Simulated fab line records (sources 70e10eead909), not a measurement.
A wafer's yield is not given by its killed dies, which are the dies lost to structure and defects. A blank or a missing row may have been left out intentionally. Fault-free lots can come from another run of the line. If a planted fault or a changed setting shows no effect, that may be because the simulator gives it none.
Which tool is to blame?	flow nand harc	72 wafers from 24 lots sampled at 6 of the route's 1302 steps

== WHAT EACH GAUGE READ, for each wafer ==
NHARC_A_M0_THK_MEAS_24: measures by xrf. Usual: thk nm 114.5 nm, standard deviation 1.4.
lot	measured	on	thk nm (nm)	flag
L074	day 22 14:24	film metro-02	113.6 112.0 113.6	
L076	day 22 22:44	film metro-02	114.5 116.2 114.6	
L075	day 23 11:13	film metro-02	112.3 116.4 113.4	
L077	day 23 21:49	film metro-02	115.5 114.2 115.9	
L078	day 24 04:20	film metro-01	114.7 118.2 115.0	
L079	day 24 09:18	film metro-02	114.7 113.4 116.5	
L081	day 25 18:32	film metro-01	114.0 114.1 115.3	
L080	day 26 03:02	film metro-02	115.0 114.3 114.1	
L082	day 26 11:14	film metro-02	114.9 115.4 116.7	
L083	day 26 15:49	film metro-02	116.1 112.3 116.7	
L085	day 27 02:32	film metro-02	115.5 113.5 113.7	
L084	day 27 10:04	film metro-01	112.4 111.9 113.2	
L086	day 27 12:19	film metro-01	113.8 114.6 114.7	
L090	day 28 20:35	film metro-01	112.6 111.3 112.7	
L088	day 28 21:51	film metro-01	114.6 115.3 113.0	
L087	day 29 03:22	film metro-01	115.5 113.7 114.9	
L089	day 29 15:34	film metro-02	117.2 114.4 116.1	
L092	day 29 21:12	film metro-01	115.1 111.9 112.7	
L091	day 29 22:49	film metro-02	116.0 115.5 114.2	
L093	day 30 11:55	film metro-01	114.2 116.6 116.2	
L095	day 31 03:15	film metro-02	114.1 116.1 115.0	
L094	day 31 04:46	film metro-02	114.7 112.0 113.0	
L096	day 31 19:46	film metro-02	116.3 113.8 114.9	
L097	day 31 20:31	film metro-01	114.8 117.2 115.9	

NHARC_A_M1_CD_MEAS_09 targets a cd of 120 nm. Usual: cd nm 120.1 nm, standard deviation 0.57.
lot	measured	on	cd nm (nm)	flag
L074	day 22 15:49	cd sem-03	120.0 120.7 119.9	
L076	day 23 00:13	cd sem-01	119.9 119.6 119.8	
L075	day 23 12:38	cd sem-03	120.0 120.2 119.4	
L077	day 23 23:20	cd sem-01	119.5 119.8 120.0	
L078	day 24 05:52	cd sem-01	120.0 119.8 120.6	
L079	day 24 10:56	cd sem-03	120.6 120.6 119.9	
L081	day 25 20:13	cd sem-01	119.4 120.8 120.5	
L080	day 26 04:52	cd sem-03	121.2 119.7 119.4	
L082	day 26 12:49	cd sem-01	120.0 119.7 120.5	
L083	day 26 17:15	cd sem-02	120.1 120.1 120.6	
L085	day 27 04:05	cd sem-02	119.7 119.5 119.3	
L084	day 27 11:38	cd sem-03	120.3 118.9 120.2	
L086	day 27 13:44	cd sem-03	120.5 120.7 119.8	
L090	day 28 22:08	cd sem-01	120.8 120.8 120.4	
L088	day 28 23:24	cd sem-03	120.6 121.0 121.1	
L087	day 29 04:55	cd sem-02	119.7 119.3 119.8	
L089	day 29 17:07	cd sem-03	120.6 121.1 120.3	
L092	day 29 22:53	cd sem-02	120.5 119.4 120.4	
L091	day 30 00:24	cd sem-02	120.6 120.1 121.3	
L093	day 30 13:28	cd sem-02	120.4 119.8 120.0	
L095	day 31 04:49	cd sem-02	119.7 119.7 120.4	
L094	day 31 06:19	cd sem-02	119.1 120.8 120.1	
L096	day 31 21:19	cd sem-01	119.5 119.6 120.0	
L097	day 31 22:04	cd sem-01	119.5 119.9 120.1	

NHARC_A_M1_OVL_MEAS_10: pitch 240 nm. Usual: overlay x nm -0.2 nm, standard deviation 0.72; overlay y nm 0.0 nm, standard deviation 0.67.
lot	measured	on	overlay x nm (nm)	overlay y nm (nm)	flag
L074	day 22 15:53	overlay-01	0.1 -0.6 -0.2	0.0 0.0 0.2	
L076	day 23 00:19	overlay-02	-1.3 -1.4 -1.1	0.1 0.0 -0.2	
L075	day 23 12:44	overlay-01	-0.3 0.1 -0.2	0.1 0.2 0.9	
L077	day 23 23:25	overlay-01	-0.3 -0.5 -0.9	0.6 0.7 0.7	
L078	day 24 05:58	overlay-02	0.4 0.5 0.5	0.7 1.1 0.8	
L079	day 24 11:01	overlay-01	0.9 0.3 -0.1	1.0 1.2 1.1	
L081	day 25 20:19	overlay-01	1.1 -0.3 0.4	-1.2 -1.5 -1.6	
L080	day 26 04:57	overlay-02	-0.1 0.1 0.2	0.2 0.3 0.9	
L082	day 26 12:53	overlay-02	-0.7 -0.9 -1.0	0.4 0.5 0.3	
L083	day 26 17:20	overlay-02	-0.7 -0.2 -0.2	1.6 1.6 1.2	
L085	day 27 04:11	overlay-01	-1.4 -1.0 -1.3	-0.3 -0.1 -0.4	
L084	day 27 11:44	overlay-02	-0.5 -0.1 0.0	0.2 -0.3 0.2	
L086	day 27 13:49	overlay-02	0.0 -0.2 -0.1	-0.6 -1.4 -1.1	
L090	day 28 22:13	overlay-02	0.6 -0.3 0.8	0.0 -0.4 -0.3	
L088	day 28 23:29	overlay-02	-0.6 -0.4 -0.5	-0.6 -0.2 -0.2	
L087	day 29 05:00	overlay-01	-0.2 -0.7 -0.8	0.2 0.6 0.2	
L089	day 29 17:12	overlay-01	0.1 -0.3 -0.6	-0.8 -0.5 -0.1	
L092	day 29 22:58	overlay-02	-0.9 -0.8 -0.4	-0.3 -0.5 0.2	
L091	day 30 00:29	overlay-01	-1.7 -1.3 -1.1	-0.4 -0.9 -0.2	
L093	day 30 13:32	overlay-01	0.0 0.3 0.5	-0.2 -0.8 -0.9	
L095	day 31 04:55	overlay-02	0.7 0.6 0.9	-0.6 -0.5 -0.5	
L094	day 31 06:24	overlay-01	-0.3 -0.7 -0.3	0.4 0.7 0.9	
L096	day 31 21:24	overlay-02	1.7 1.5 2.2	0.1 0.1 0.5	
L097	day 31 22:09	overlay-02	-1.0 -0.8 -0.3	0.3 0.1 0.0	

NHARC_A_M1_CD_MEAS_16. Usual: cd nm 120.1 nm, standard deviation 0.86.
lot	measured	on	cd nm (nm)	flag
L074	day 22 16:18	cd sem-02	120.6 120.8 121.0	
L076	day 23 00:46	cd sem-03	120.3 120.3 120.4	
L075	day 23 13:08	cd sem-03	119.7 119.6 119.3	
L077	day 23 23:49	cd sem-01	119.8 121.6 119.7	
L078	day 24 06:22	cd sem-03	120.3 120.4 121.3	
L079	day 24 11:25	cd sem-03	119.5 119.8 119.6	
L081	day 25 20:43	cd sem-03	119.2 121.4 121.0	
L080	day 26 05:22	cd sem-01	120.7 120.4 119.2	
L082	day 26 13:17	cd sem-03	119.5 119.2 121.0	
L083	day 26 17:44	cd sem-02	119.8 119.9 120.1	
L085	day 27 04:35	cd sem-03	119.5 119.8 119.8	
L084	day 27 12:08	cd sem-02	121.0 119.0 120.4	
L086	day 27 14:16	cd sem-03	120.4 119.8 119.1	
L090	day 28 22:37	cd sem-01	119.6 119.9 120.1	
L088	day 28 23:56	cd sem-03	120.5 120.9 121.4	
L087	day 29 05:25	cd sem-03	120.2 118.8 118.8	
L089	day 29 17:36	cd sem-02	120.2 121.6 119.5	
L092	day 29 23:22	cd sem-01	119.8 120.4 119.8	
L091	day 30 00:53	cd sem-01	120.6 120.8 120.6	
L093	day 30 13:57	cd sem-01	120.8 120.3 119.4	
L095	day 31 05:18	cd sem-02	119.7 120.1 121.4	
L094	day 31 06:49	cd sem-02	118.8 121.1 120.3	
L096	day 31 21:51	cd sem-02	119.6 118.0 120.0	
L097	day 31 22:36	cd sem-03	119.3 119.4 117.8	

NHARC_A_M1_THK_MEAS_24: measures by xrf. Usual: thk nm 154.2 nm, standard deviation 1.6.
lot	measured	on	thk nm (nm)	flag
L074	day 22 18:25	film metro-02	154.9 153.4 155.8	
L076	day 23 02:52	film metro-02	152.4 155.5 156.4	
L075	day 23 15:14	film metro-02	152.9 156.8 155.3	
L077	day 24 02:02	film metro-01	152.7 151.7 155.6	
L078	day 24 08:29	film metro-02	153.7 157.1 154.7	
L079	day 24 13:32	film metro-02	150.6 154.3 152.9	
L081	day 25 22:49	film metro-01	153.7 154.3 155.9	
L080	day 26 07:28	film metro-02	153.9 155.3 155.2	
L082	day 26 15:31	film metro-02	153.4 154.1 152.9	
L083	day 26 19:50	film metro-01	156.7 154.3 154.6	
L085	day 27 06:42	film metro-02	155.2 152.5 153.1	
L084	day 27 14:19	film metro-02	153.2 153.2 154.9	
L086	day 27 16:24	film metro-02	153.6 155.0 151.9	
L090	day 29 00:44	film metro-01	152.1 155.7 155.8	
L088	day 29 02:02	film metro-01	156.2 156.4 154.3	
L087	day 29 07:31	film metro-01	156.4 151.6 155.3	
L089	day 29 19:43	film metro-02	155.2 153.6 154.1	
L092	day 30 01:31	film metro-01	157.6 152.1 153.3	
L091	day 30 03:00	film metro-02	152.8 153.0 154.6	
L093	day 30 16:04	film metro-01	153.3 154.5 153.3	
L095	day 31 07:25	film metro-01	152.5 153.4 155.4	
L094	day 31 08:55	film metro-02	155.5 152.1 155.9	
L096	day 31 23:57	film metro-02	155.8 155.3 153.2	
L097	day 32 00:43	film metro-02	153.2 150.8 154.3	

== WHAT TOOL EACH LOT RAN ON (gives the tool, then ch and the chambers of the sampled wafers, and finally the start) ==
lot	NHARC_A_M1_PVD_20
L074	pvd sputter-02, day 22 18:25 or earlier
L076	pvd sputter-01, day 23 02:52 or earlier
L075	pvd sputter-01, day 23 15:14 or earlier
L077	pvd sputter-02, day 24 02:02 or earlier
L078	pvd sputter-01, day 24 08:29 or earlier
L079	pvd sputter-02, day 24 13:32 or earlier
L081	pvd sputter-01, day 25 22:49 or earlier
L080	pvd sputter-03, day 26 07:28 or earlier
L082	pvd sputter-03, day 26 15:31 or earlier
L083	pvd sputter-02, day 26 19:50 or earlier
L085	pvd sputter-03, day 27 06:42 or earlier
L084	pvd sputter-02, day 27 14:19 or earlier
L086	pvd sputter-02, day 27 16:24 or earlier
L090	pvd sputter-03, day 29 00:44 or earlier
L088	pvd sputter-01, day 29 02:02 or earlier
L087	pvd sputter-03, day 29 07:31 or earlier
L089	pvd sputter-03, day 29 19:43 or earlier
L092	pvd sputter-03, day 30 01:31 or earlier
L091	pvd sputter-02, day 30 03:00 or earlier
L093	pvd sputter-01, day 30 16:04 or earlier
L095	pvd sputter-02, day 31 07:25 or earlier
L094	pvd sputter-03, day 31 08:55 or earlier
L096	pvd sputter-01, day 31 23:57 or earlier
L097	pvd sputter-03, day 32 00:43 or earlier
- NHARC_A_M1_PVD_20: deposits TaN, target thk 5 nm, time 8.06 s.

== WHAT THE TOOLS THEMSELVES READ (means of the sampled wafers that have a number; where no wafer has one, the mark that the record gives instead) ==
NHARC_A_M1_PVD_20. Usual: throttle valve pct 29.6 %, standard deviation 1.5.
lot	tool	throttle valve pct (%)	flag
L074	pvd sputter-02	29.8	
L076	pvd sputter-01	28.4	
L075	pvd sputter-01	27.5	
L077	pvd sputter-02	30.3	
L078	pvd sputter-01	29.4	
L079	pvd sputter-02	30.2	
L081	pvd sputter-01	28.9	
L080	pvd sputter-03	30.1	
L082	pvd sputter-03	29.8	
L083	pvd sputter-02	29.8	
L085	pvd sputter-03	31.0	
L084	pvd sputter-02	29.7	
L086	pvd sputter-02	30.7	
L090	pvd sputter-03	28.4	
L088	pvd sputter-01	29.7	
L087	pvd sputter-03	30.8	
L089	pvd sputter-03	30.1	
L092	pvd sputter-03	29.7	
L091	pvd sputter-02	29.8	
L093	pvd sputter-01	27.4	
L095	pvd sputter-02	28.8	
L094	pvd sputter-03	29.8	
L096	pvd sputter-01	29.2	
L097	pvd sputter-03	30.5	

== THE ANSWER, worked out from the rows above alone ==
Rule: take the mean of a lot's wafers that have a number; if it is more than 3 standard deviations from the usual mean, the lot is off. A lot without any number at a reading at which 4 lots or more have one is off too. All remaining lots with rows at the step are treated as sound. The gauges are gone through in route order, then the tools' own readings, and for those a lot's mean is taken as printed above. The first step at which some lot is off is used, and at that step the reading that is off furthest; a lot without a number counts as furthest.
Across all readings shown, no lot is off: no conclusion can be drawn from this.

== WHAT WAS PUT IN BY THE SIMULATOR ==
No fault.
